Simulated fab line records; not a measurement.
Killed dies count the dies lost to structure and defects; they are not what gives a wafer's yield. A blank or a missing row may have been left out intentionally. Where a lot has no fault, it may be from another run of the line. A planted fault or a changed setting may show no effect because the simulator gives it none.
fab line records	flow n5-finfet
record: lots: 6	wafers: 18	last-day: 18
route steps=1938 shown BEOL_M8@1341 PASSIVATION@1936
lots that met no fault: taken from a fault-free run of the same line
start-h: the number of hours between the record's first day and the start of the first shown wafer of the lot	wait-h: how many hours have passed since the lot's step before this one	" the same as in the row above	L1.1+2: one row covering several wafers at once	- no value, or no start given	* or withheld: withheld	< > ~ a bound
route shown NAME@n: NAME is a module with steps in the file, n the number in the route of the first one	usual: average and standard deviation across the fault-free wafers	same: alike in all rows	chamber/n: place in a boat	sites: each site's reading	_std_site: how widely they spread, as a standard deviation	_edge_site: mean of outer sites minus mean of inner sites	radius-mm: how far each site lies from the wafer's centre	mask NAME#n: copy n	behind: the tool/chamber that last shaped the wafer	hold: the reason the lot was held/the length of the hold in hours/how it ended	device: whichever transistor did not switch (one of n, p or np)	end of line: the same wafers' tests at the end of the route	step lacking rows: just its recipe	killed: dies that structure and defects cost at the first sort, which is not the same as the wafer's yield	map: the dies of a wafer, with x for killed, . for not killed, _ for no die there
set.NAME: the setting as run; set.NAME@STEP: as run at that earlier step	model.NAME: the simulator's own value behind a step, which no gauge read
a table for each step, a row for each wafer; lots at some steps of the route
services: a tool's chamber out of use, with start hour (start-h, from the record's first day; less than 0 if before it), hours out, and reason
== steps ==
step: N5_BEOL_M8_SOFTBAKE_06
recipe: temp-c: 110	time-s: 60	resist: CAR-ArF
step: N5_BEOL_M8_EXPOSE_08
recipe: mask-id: M8	na: 1.35	source-shape: dipole	sigma-inner: 0.817	sigma-outer: 0.97	polarization: te	dose-mj: 68.25
step: N5_BEOL_M8_PEB_09
recipe: peb-temp-c: withheld	peb-time-s: 60	resist: CAR-ArF
step: N5_BEOL_M8_DEVELOP_10
recipe: develop-time-s: 30	developer: TMAH	resist: CAR-ArF	rinse-liquid: diw	dry: air-spin	dev-temp-c: 23
step: N5_BEOL_M8_CD_MEAS_11
recipe: target-cd-nm: 38.5	landing-energy-ev: 500	detector: se-inlens	polarity: opening
usual: cd-nm: 38.4/0.43
lot.wafer	tool	chamber	start-h	wait-h	cd-nm
L950.1	cd-sem-01	0	209.99	-	37.8
L950.4	"	0	"	"	38.2
L950.5	"	0	"	"	38.2
L961.1	cd-sem-02	0	262.48	-	38.0
L961.2	"	0	"	"	37.5
L961.6	"	0	"	"	38.2
L960.1	cd-sem-02	0	265.35	-	38.6
L960.3	"	0	"	"	38.9
L960.5	"	0	"	"	38.2
L963.4	cd-sem-01	0	289.35	-	39.0
L963.5	"	0	"	"	38.2
L963.6	"	0	"	"	38.8
L962.1	cd-sem-03	0	304.15	-	38.1
L962.2	"	0	"	"	38.2
L962.5	"	0	"	"	38.7
L968.1	cd-sem-02	0	344.84	-	38.6
L968.2	"	0	"	"	38.3
L968.3	"	0	"	"	38.0
step: N5_BEOL_M8_OVL_MEAS_12
recipe: points-per-wafer: 44
usual: M8_OVL: 0.2/0.66
lot.wafer	tool	chamber	start-h	wait-h	M8_OVL[nm]
L950.1	overlay-01	0	210.02	0.0	0.8
L950.4	"	0	"	"	0.2
L950.5	"	0	"	"	-0.1
L961.1	overlay-01	0	262.51	0.0	0.4
L961.2	"	0	"	"	0.6
L961.6	"	0	"	"	0.8
L960.1	overlay-02	0	265.38	0.0	0.9
L960.3	"	0	"	"	-0.3
L960.5	"	0	"	"	0.4
L963.4	overlay-01	0	289.38	0.0	0.1
L963.5	"	0	"	"	0.7
L963.6	"	0	"	"	0.6
L962.1	overlay-02	0	304.18	0.0	1.9
L962.2	"	0	"	"	0.0
L962.5	"	0	"	"	-0.3
L968.1	overlay-01	0	344.87	0.0	0.6
L968.2	"	0	"	"	0.8
L968.3	"	0	"	"	1.0
step: N5_BEOL_M8_INSPECT_13
recipe: mode: adi	inspect-instrument: brightfield
usual: raw-defect-count: 394/84
lot.wafer	tool	chamber	start-h	wait-h	raw-defect-count
L950.1	defect-inspect-02	-	210.05	0.0	456
L950.4	"	-	"	"	470
L950.5	"	-	"	"	555
L961.1	defect-inspect-01	-	262.53	0.0	397
L961.2	"	-	"	"	286
L961.6	"	-	"	"	274
L960.1	defect-inspect-02	-	265.40	0.0	387
L960.3	"	-	"	"	387
L960.5	"	-	"	"	475
L963.4	defect-inspect-02	-	289.40	0.0	243
L963.5	"	-	"	"	311
L963.6	"	-	"	"	281
L962.1	defect-inspect-01	-	304.21	0.0	367
L962.2	"	-	"	"	358
L962.5	"	-	"	"	382
L968.1	defect-inspect-02	-	344.90	0.0	347
L968.2	"	-	"	"	426
L968.3	"	-	"	"	336
step: N5_BEOL_M8_DESCUM_16
recipe: chemistry: O2	time-s: 7.9	source-power-w: 50	bias-power-w: 20	pressure-mtorr: 20	rf-frequency-hz: 2.712e+07	temp-c: 40	resist: CAR-ArF	o2-flow-sccm: 225
usual: drypump-motor-current-A: 5.6/0.49	o2-flow-sccm: 225.1/0.67	oes-product-au: 0.81/0.086	rf-vpp-V: 243.3/1.5	showerhead-plenum-p-Torr: 2.11/0.083	throttle-valve-pct: 20.38/0.28
lot.wafer	tool	chamber	start-h	wait-h	drypump-motor-current-A	o2-flow-sccm	oes-product-au	rf-hours-counter-h	rf-vpp-V	showerhead-plenum-p-Torr	throttle-valve-pct
L950.1	rie-diel-04	1	210.08	0.0	5.9	224.3	0.72	184	244.0	2.16	20.14
L950.4	"	3	"	"	5.8	225.0	0.75	164	240.8	2.00	20.59
L950.5	"	0	"	"	4.8	224.0	0.83	-	244.5	2.10	20.14
L961.1	rie-diel-06	0	262.80	0.3	5.8	226.0	0.88	61	246.3	2.20	20.37
L961.2	"	2	"	"	4.9	225.3	0.96	12	244.7	2.07	19.90
L961.6	"	1	"	"	5.8	226.1	0.74	-	240.9	2.00	20.52
L960.1	rie-diel-04	3	265.63	0.2	5.8	225.4	0.74	188	240.6	1.99	20.61
L960.3	"	0	"	"	4.8	226.8	0.79	110	243.6	2.09	20.18
L960.5	"	0	"	"	4.7	226.2	0.80	-	243.2	2.09	20.21
L963.4	rie-diel-06	0	289.44	0.0	5.8	225.3	0.86	68	244.9	2.20	20.38
L963.5	"	3	"	"	6.0	225.2	0.74	-	244.7	2.20	20.78
L963.6	"	2	"	"	4.9	224.4	0.93	-	242.9	2.06	19.91
L962.1	rie-diel-04	1	304.24	0.0	5.9	225.0	0.70	220	244.1	2.14	20.19
L962.2	"	2	"	"	5.8	225.6	0.77	128	242.9	2.11	20.63
L962.5	"	2	"	"	5.8	226.2	0.76	-	242.2	2.11	20.63
L968.1	rie-diel-05	0	344.93	0.0	6.4	225.0	0.70	227	240.7	1.97	20.43
L968.2	"	3	"	"	5.5	225.3	0.88	28	243.2	2.14	20.41
L968.3	"	2	"	"	5.2	225.6	0.87	62	245.8	2.20	20.01
step: N5_BEOL_M8_ETCH_61
recipe: chemistry: CF4	target: SiARC	target-depth-a: 455	mask-material: CAR-ArF	time-s: 75.8	ion-energy-ev: 80	pressure-mtorr: 40	source-w: 545	bias-w: 36	Ar_flow_sccm: 100	cf4-flow-sccm: 100	ends: cleared
usual: drypump-motor-current-A: 5.6/0.49	etch-rf-on-time-s: 74.8/1.8	oes-product-au: 0.70/0.075	rf-vpp-V: 184.3/1.2	showerhead-plenum-p-Torr: 2.16/0.08	throttle-valve-pct: 15.56/0.26
lot.wafer	tool	chamber	start-h	wait-h	drypump-motor-current-A	etch-rf-on-time-s	oes-product-au	rf-hours-counter-h	rf-vpp-V	showerhead-plenum-p-Torr	throttle-valve-pct
L950.1	rie-diel-04	1	210.12	0.0	5.9	75.3	0.62	184	184.7	2.21	15.42
L950.4	"	3	"	"	5.7	73.1	0.66	164	183.1	2.06	15.84
L950.5	"	0	"	"	4.7	76.1	0.70	-	184.2	2.16	15.39
L961.1	rie-diel-06	0	262.84	0.0	5.8	73.7	0.74	61	186.1	2.27	15.72
L961.2	"	2	"	"	4.9	74.4	0.83	12	184.5	2.11	14.98
L961.6	"	1	"	"	5.8	79.5	0.62	-	182.5	2.06	15.73
L960.1	rie-diel-04	3	265.67	0.0	5.8	72.6	0.65	188	183.2	2.05	15.90
L960.3	"	0	"	"	4.7	75.8	0.67	110	185.3	2.15	15.42
L960.5	"	0	"	"	4.8	75.8	0.67	-	183.8	2.15	15.43
L963.4	rie-diel-06	0	289.47	0.0	5.8	73.3	0.73	68	186.3	2.27	15.72
L963.5	"	3	"	"	6.0	74.3	0.65	-	184.6	2.22	15.77
L963.6	"	2	"	"	5.0	74.3	0.81	-	183.8	2.10	15.01
L962.1	rie-diel-04	1	304.28	0.0	6.0	75.0	0.59	220	184.5	2.19	15.50
L962.2	"	2	"	"	5.8	73.1	0.66	128	184.7	2.15	15.72
L962.5	"	2	"	"	5.8	72.9	0.67	-	183.3	2.15	15.72
L968.1	rie-diel-05	0	344.97	0.0	6.4	78.9	0.59	227	183.5	2.03	15.69
L968.2	"	3	"	"	5.5	73.1	0.76	28	183.6	2.18	15.55
L968.3	"	2	"	"	5.2	73.8	0.74	62	185.0	2.26	15.31
step: N5_BEOL_M8_ETCH_62
recipe: chemistry: N2/H2	target: SOC	target-depth-a: 1100	overetch-a: 220	mask-material: SiARC	temp-c: 40	time-s: 165	ion-energy-ev: 200	pressure-mtorr: 30	source-w: 840	bias-w: 150	n2-flow-sccm: 200	h2-flow-sccm: 200
usual: drypump-motor-current-A: 5.6/0.49	oes-product-au: 0.68/0.067	rf-vpp-V: 524.3/3	showerhead-plenum-p-Torr: 2.56/0.099	throttle-valve-pct: 17.72/0.28
lot.wafer	tool	chamber	start-h	wait-h	drypump-motor-current-A	oes-product-au	rf-hours-counter-h	rf-vpp-V	showerhead-plenum-p-Torr	throttle-valve-pct
L950.1	rie-diel-04	1	210.17	0.0	5.9	0.62	184	527.6	2.63	17.63
L950.4	"	3	"	"	5.8	0.65	164	519.8	2.42	17.88
L950.5	"	0	"	"	4.8	0.69	-	524.9	2.56	17.62
L961.1	rie-diel-06	0	262.89	0.0	5.8	0.72	61	529.2	2.70	17.97
L961.2	"	2	"	"	5.0	0.82	12	523.0	2.49	17.23
L961.6	"	1	"	"	5.8	0.63	-	520.2	2.44	17.89
L960.1	rie-diel-04	3	265.72	0.0	5.8	0.62	188	519.6	2.41	17.91
L960.3	"	0	"	"	4.8	0.67	110	524.5	2.55	17.68
L960.5	"	0	"	"	4.8	0.67	-	525.1	2.55	17.66
L963.4	rie-diel-06	0	289.53	0.0	5.9	0.71	68	526.5	2.70	17.98
L963.5	"	3	"	"	6.0	0.63	-	527.4	2.66	17.94
L963.6	"	2	"	"	4.9	0.79	-	521.6	2.49	17.21
L962.1	rie-diel-04	1	304.33	0.0	6.0	0.60	220	528.3	2.61	17.69
L962.2	"	2	"	"	5.8	0.64	128	524.6	2.57	18.12
L962.5	"	2	"	"	5.8	0.64	-	524.1	2.57	18.09
L968.1	rie-diel-05	0	345.02	0.0	6.5	0.60	227	519.8	2.41	17.86
L968.2	"	3	"	"	5.5	0.74	28	525.8	2.57	17.61
L968.3	"	2	"	"	5.2	0.72	62	528.8	2.67	17.27
step: N5_BEOL_M8_STRIP_68
recipe: chemistry: N2/H2	temp-c: 40	n2-flow-sccm: 200	h2-flow-sccm: 200	rf-frequency-hz: 6e+07
step: N5_BEOL_M8_STRIP_67
recipe: chemistry: CF4	resist: SiARC	power-w: 300	bias-power-w: 75	pressure-mtorr: 50	cf4-flow-sccm: 150	rf-frequency-hz: 6e+07
usual: drypump-motor-current-A: 5.6/0.48	oes-product-au: 0.81/0.08	rf-vpp-V: 271.4/1.7	showerhead-plenum-p-Torr: 1.81/0.068	throttle-valve-pct: 13.53/0.25
lot.wafer	tool	chamber	start-h	wait-h	drypump-motor-current-A	oes-product-au	rf-hours-counter-h	rf-vpp-V	showerhead-plenum-p-Torr	throttle-valve-pct
L950.1	rie-diel-04	1	210.32	0.0	5.9	0.73	184	272.7	1.85	13.43
L950.4	"	3	"	"	5.8	0.76	164	269.5	1.73	13.84
L950.5	"	0	"	"	4.7	0.81	-	272.7	1.81	13.35
L961.1	rie-diel-06	0	263.04	0.0	5.8	0.86	61	272.9	1.91	13.67
L961.2	"	2	"	"	4.9	0.97	12	269.8	1.78	12.99
L961.6	"	1	"	"	5.8	0.75	-	268.8	1.73	13.71
L960.1	rie-diel-04	3	265.87	0.0	5.8	0.74	188	268.1	1.72	13.89
L960.3	"	0	"	"	4.7	0.79	110	272.2	1.80	13.38
L960.5	"	0	"	"	4.7	0.79	-	271.0	1.80	13.40
L963.4	rie-diel-06	0	289.67	0.0	5.8	0.85	68	273.5	1.91	13.68
L963.5	"	3	"	"	6.0	0.75	-	271.4	1.86	13.72
L963.6	"	2	"	"	5.0	0.94	-	270.5	1.77	13.02
L962.1	rie-diel-04	1	304.48	0.0	6.0	0.70	220	273.1	1.84	13.51
L962.2	"	2	"	"	5.8	0.76	128	271.4	1.79	13.65
L962.5	"	2	"	"	5.8	0.76	-	272.0	1.79	13.66
L968.1	rie-diel-05	0	345.17	0.0	6.5	0.70	227	268.9	1.69	13.69
L968.2	"	3	"	"	5.5	0.87	28	273.5	1.83	13.55
L968.3	"	2	"	"	5.2	0.85	62	272.6	1.90	13.31
step: N5_BEOL_M8_HM_OPEN_17
recipe: chemistry: Cl2/BCl3	target-depth-a: 200	overetch-a: 60	target: TiN	mask-material: SOC	ion-energy-ev: 150	pressure-mtorr: 10	icp-w: 1000	bias-w: 126	Cl2_flow_sccm: 53.25	bcl3-flow-sccm: 21.75	Ar_flow_sccm: 25
usual: drypump-motor-current-A: 5.4/0.32	oes-product-au: 0.66/0.084	throttle-valve-pct: 22.25/0.28
lot.wafer	tool	chamber	start-h	wait-h	drypump-motor-current-A	oes-product-au	rf-hours-counter-h	throttle-valve-pct	model.SOC_of_BEOL_M8_COAT_59.thk-nm
L950.1	rie-metal-01	0	210.36	0.0	5.1	0.69	34	22.19	92.4
L950.4	"	0	"	"	5.1	0.70	-	22.19	92.4
L950.5	"	1	"	"	5.9	0.58	-	22.76	92.2
L961.1	rie-metal-01	0	263.08	0.0	5.1	0.66	40	22.21	91.8
L961.2	"	1	"	"	6.0	0.57	94	22.77	92.6
L961.6	"	0	"	"	5.2	0.67	-	22.20	91.6
L960.1	rie-metal-01	1	265.91	0.0	6.0	0.57	94	22.77	92.2
L960.3	"	0	"	"	5.1	0.67	-	22.20	93.4
L960.5	"	1	"	"	6.0	0.57	-	22.77	92
L963.4	rie-metal-02	1	289.74	0.1	5.2	0.83	-	21.90	91.2
L963.5	"	0	"	"	5.2	0.73	-	21.95	91.4
L963.6	"	1	"	"	5.1	0.83	-	21.90	91.2
L962.1	rie-metal-02	1	304.52	0.0	5.1	0.81	2	21.92	91.6
L962.2	"	0	"	"	5.2	0.72	20	21.98	91.4
L962.5	"	1	"	"	5.1	0.82	-	21.91	91.6
L968.1	rie-metal-02	1	345.21	0.0	5.2	0.77	8	21.93	91.4
L968.2	"	0	"	"	5.2	0.71	24	21.95	91.4
L968.3	"	0	"	"	5.2	0.70	-	22.00	91.8
step: N5_BEOL_M8_STRIP_19
recipe: chemistry: O2	power-w: 400	temp-c: 40	pressure-mtorr: 30	rf-frequency-hz: 6e+07	bias-power-w: 0	overash-fraction: 0.2	o2-flow-sccm: 225
usual: drypump-motor-current-A: 5.6/0.48	o2-flow-sccm: 225.0/0.68	oes-product-au: 0.80/0.082	rf-vpp-V: 3.6/0.7	showerhead-plenum-p-Torr: 2.11/0.08	throttle-valve-pct: 16.64/0.24
lot.wafer	tool	chamber	start-h	wait-h	drypump-motor-current-A	o2-flow-sccm	oes-product-au	rf-hours-counter-h	rf-vpp-V	showerhead-plenum-p-Torr	throttle-valve-pct
L950.1	rie-diel-06	2	210.59	0.2	4.9	224.6	0.67	250	3.5	2.08	16.51
L950.4	"	3	"	"	6.0	224.7	0.78	132	4.2	2.22	16.89
L950.5	"	3	"	"	6.0	225.8	0.78	-	3.4	2.22	16.92
L961.1	rie-diel-05	1	263.36	0.2	5.1	225.4	0.90	30	3.7	2.15	16.77
L961.2	"	0	"	"	6.5	225.8	0.72	201	3.2	1.99	16.71
L961.6	"	3	"	"	5.5	224.7	0.96	-	2.3	2.15	16.60
L960.1	rie-diel-04	1	266.12	0.2	5.9	225.0	0.70	206	3.3	2.15	16.49
L960.3	"	2	"	"	5.8	224.8	0.76	114	3.1	2.12	16.80
L960.5	"	2	"	"	5.8	224.9	0.76	-	4.2	2.12	16.82
L963.4	rie-diel-04	2	289.84	0.1	5.8	224.8	0.77	121	3.6	2.11	16.82
L963.5	"	3	"	"	5.8	224.2	0.73	-	3.5	1.99	16.90
L963.6	"	2	"	"	5.8	225.8	0.77	-	3.1	2.11	16.83
L962.1	rie-diel-06	2	304.65	0.1	5.0	225.8	0.93	26	4.2	2.07	16.12
L962.2	"	3	"	"	6.0	225.5	0.75	166	3.9	2.20	16.97
L962.5	"	1	"	"	5.8	224.6	0.73	-	4.0	2.00	16.80
L968.1	rie-diel-05	3	345.32	0.1	5.5	225.4	0.88	28	4.2	2.14	16.64
L968.2	"	1	"	"	5.2	224.6	0.88	55	3.9	2.14	16.81
L968.3	"	2	"	"	5.2	226.1	0.86	62	3.3	2.21	16.29
step: N5_PASSIVATION_PROBE_49
usual: defect-limited-yield: 91.0/1.6	killed_at_M0_to_M3: 35/11	killed_at_M4_up: 14/5.3	killed-at-contacts: 13/6.7	killed-at-front-end: 41/12	killed-at-other: 3.9/2.7	killed-dies: 106/19	killed-open: 70/14	killed-short: 35/8.8	sort_bin_4_leakage: 0.01/0.058	sort_bin_5_function: 5.3/1	sort_bin_6_memory: 3.3/0.81	sort_bin_8_speed: 0.00/0.0072	sort-n-pass: 1073/19	sort-yield-pct: 91.0/1.6
same: gross-dies: 1180	killed-at-back-side: 0
lot.wafer	tool	chamber	start-h	wait-h	defect-limited-yield[%]	killed_at_M0_to_M3	killed_at_M4_up	killed-at-contacts	killed-at-front-end	killed-at-other	killed-dies	killed-open	killed-short	sort_bin_4_leakage[%]	sort_bin_5_function[%]	sort_bin_6_memory[%]	sort_bin_8_speed[%]	sort-n-pass	sort-yield-pct[%]
L950.1	prober-02	-	294.80	0.0	90.5	34	21	24	30	3	112	73	32	0	5.8	3.2	0	1068	90.5
L950.4	prober-02	-	294.95	0.2	92.0	29	20	18	24	3	94	73	18	0	4.6	3.1	0	1086	92.0
L950.5	prober-02	-	295.00	0.2	93.0	19	16	12	34	2	83	54	25	0	4.1	2.5	0	1097	93.0
L960.1	prober-01	-	339.96	0.0	91.9	41	15	0	36	4	96	67	27	0	5.0	3.1	0	1084	91.9
L960.3	prober-01	-	340.06	0.1	89.7	58	12	6	41	4	121	85	35	0	6.8	3.2	0	1059	89.7
L960.5	prober-01	-	340.16	0.2	94.9	19	13	6	20	2	60	39	19	0	3.6	1.5	0	1120	94.9
L961.1	prober-01	-	343.75	0.0	90.3	35	11	26	36	7	115	79	34	0	5.6	4.0	0	1065	90.3
L961.2	prober-01	-	343.80	0.1	90.2	62	6	11	30	7	116	72	42	0	4.7	4.6	0	1064	90.2
L961.6	prober-01	-	344.00	0.3	89.2	47	8	23	49	0	127	82	35	0	6.3	3.5	0	1053	89.2
L968.1	prober-02	-	423.41	0.0	90.8	23	12	5	64	4	108	63	44	0	5.8	3.0	0	1072	90.8
L968.2	prober-02	-	423.46	0.1	90.9	28	11	12	55	1	107	68	38	0	4.9	3.6	0	1073	90.9
L968.3	prober-02	-	423.51	0.1	93.0	20	6	7	48	2	83	63	20	0	4.3	2.5	0	1097	93.0
killed by level:class
L950.1 MOL_CONTACT_COAG:geometric-particle:open=18 BEOL_M4:geometric-particle:open=11 BEOL_M2:geometric-particle:open=10 BEOL_M1:geometric-particle:open=9 FIN_SAQP:geometric-particle:open=7 BEOL_M2:geometric-particle:short=6 MOL_CONTACT_COAG:geometric-particle:short=6 GATE_CUT:geometric-particle:short=4
L950.4 MOL_CONTACT_COAG:geometric-particle:open=15 BEOL_M2:geometric-particle:open=13 BEOL_M4:geometric-particle:open=9 FIN_SAQP:geometric-particle:open=6 BEOL_M1:geometric-particle:open=6 BEOL_M3:geometric-particle:open=5 FIN_SAQP:geometric-particle:short=3 MOL_CONTACT_COAG:geometric-particle:short=3
L950.5 MOL_CONTACT_COAG:geometric-particle:open=10 FIN_SAQP:geometric-particle:open=7 STI_FIN_REVEAL:geometric-particle:open=7 BEOL_M4:geometric-particle:open=5 FIN_SAQP:geometric-particle:short=4 ILD0:geometric-particle:short=4 BEOL_M2:geometric-particle:open=4 BEOL_M0_SAQP:geometric-particle:open=3
L960.1 FIN_SAQP:geometric-particle:open=17 BEOL_M3:geometric-particle:open=10 BEOL_M0_SAQP:geometric-particle:short=9 BEOL_M0_SAQP:geometric-particle:open=8 BEOL_M4:geometric-particle:open=7 BEOL_M2:geometric-particle:open=5 GATE_CUT:geometric-particle:short=4 FIN_SAQP:geometric-particle:short=3
L960.3 FIN_SAQP:geometric-particle:open=20 BEOL_M0_SAQP:geometric-particle:open=20 BEOL_M0_SAQP:geometric-particle:short=16 BEOL_M1:geometric-particle:open=7 BEOL_M3:geometric-particle:open=6 MOL_CONTACT_COAG:geometric-particle:open=5 FIN_SAQP:geometric-particle:short=4 DUMMY_GATE:geometric-particle:open=3
L960.5 BEOL_M2:geometric-particle:open=5 BEOL_M3:geometric-particle:open=5 MOL_CONTACT_COAG:geometric-particle:open=4 BEOL_M4:geometric-particle:open=4 FIN_SAQP:geometric-particle:short=3 FIN_SAQP:geometric-particle:open=3 STI_FIN_REVEAL:geometric-particle:open=3 GATE_CUT:geometric-particle:short=3
L961.1 MOL_CONTACT_COAG:geometric-particle:open=20 BEOL_M2:geometric-particle:open=14 FIN_SAQP:geometric-particle:short=7 FIN_SAQP:geometric-particle:open=7 BEOL_M3:geometric-particle:open=7 MOL_CONTACT_COAG:geometric-particle:short=6 BEOL_M1:geometric-particle:open=6 DUMMY_GATE:geometric-particle:open=5
L961.2 BEOL_M2:geometric-particle:open=16 BEOL_M1:geometric-particle:open=10 BEOL_M3:geometric-particle:open=9 BEOL_M2:geometric-particle:short=8 FIN_SAQP:geometric-particle:open=7 MOL_CONTACT_COAG:geometric-particle:open=7 STI_FIN_REVEAL:geometric-particle:open=6 BEOL_M0_SAQP:geometric-particle:short=6
L961.6 MOL_CONTACT_COAG:geometric-particle:open=21 STI_FIN_REVEAL:geometric-particle:open=14 BEOL_M2:geometric-particle:open=9 FIN_SAQP:geometric-particle:short=8 BEOL_M3:geometric-particle:open=8 BEOL_M0_SAQP:geometric-particle:open=8 BEOL_M0_SAQP:geometric-particle:short=8 HKMG_FIN:area-etch=8
L968.1 FIN_SAQP:geometric-particle:short=17 FIN_SAQP:geometric-particle:open=16 STI_FIN_REVEAL:geometric-particle:open=9 BEOL_M2:geometric-particle:open=9 GATE_CUT:geometric-particle:short=6 MOL_CONTACT_COAG:geometric-particle:open=4 BEOL_M3:geometric-particle:open=4 STI_FIN_REVEAL:geometric-particle:short=3
L968.2 FIN_SAQP:geometric-particle:open=13 GATE_CUT:geometric-particle:short=12 MOL_CONTACT_COAG:geometric-particle:open=11 STI_FIN_REVEAL:geometric-particle:open=10 FIN_SAQP:geometric-particle:short=8 BEOL_M1:geometric-particle:open=7 BEOL_M2:geometric-particle:open=7 STI_FIN_REVEAL:geometric-particle:short=5
L968.3 STI_FIN_REVEAL:geometric-particle:open=14 BEOL_M2:geometric-particle:open=10 FIN_SAQP:geometric-particle:open=8 FIN_SAQP:geometric-particle:short=8 BEOL_M3:geometric-particle:open=6 DUMMY_GATE:geometric-particle:open=5 GATE_CUT:geometric-particle:open=4 MOL_CONTACT_COAG:geometric-particle:open=4
== services ==
tool	chamber	start-h	hours	kind
rie-diel-05	2	186.93	18.4	repair
rie-diel-06	1	194.90	14.0	repair
rie-diel-06	2	211.29	-	clean
rie-diel-06	2	211.29	-	consumable-replace:focus-ring
rie-diel-06	2	211.29	18.5	scheduled-down
rie-diel-06	2	211.29	18.5	vent-cycle
rie-diel-04	2	221.50	5.6	repair
rie-diel-04	2	227.60	7.5	repair
rie-diel-05	3	240.19	-	clean
rie-diel-05	3	240.19	-	consumable-replace:focus-ring
rie-diel-05	3	240.19	20.8	scheduled-down
rie-diel-05	3	240.19	20.8	vent-cycle
rie-diel-04	-	246.59	4.3	pm
rie-metal-02	1	263.17	-	clean
rie-diel-04	3	270.27	1.4	repair
rie-diel-05	1	276.52	6.8	repair
rie-metal-01	0	295.29	6.3	repair
rie-metal-02	-	308.24	2.8	pm
rie-metal-02	0	311.09	7.3	repair
rie-diel-05	2	314.84	9.9	repair
rie-metal-01	-	326.54	1.4	pm
rie-metal-02	-	334.54	0.1	repair
rie-metal-01	-	340.17	2.8	pm
== key ==
first-sign none at tools or gauges
model-effect: step: N5_BEOL_M8_HM_OPEN_17	value: SOC_of_BEOL_M8_COAT_59.thk-nm	without: 92	struck: 93
met-at N5_BEOL_M8_HM_OPEN_17
struck-wafers L960.3,L961.2
onset-between 210.36 263.08
fault: kind: process-parameter-drift	tool: rie-metal-01	chamber: -	onset-h: 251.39	steps: N5_BEOL_M8_HM_OPEN_17	channel: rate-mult	offset: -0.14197	shape: step	end-h: 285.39	scope: struck-wafers-only
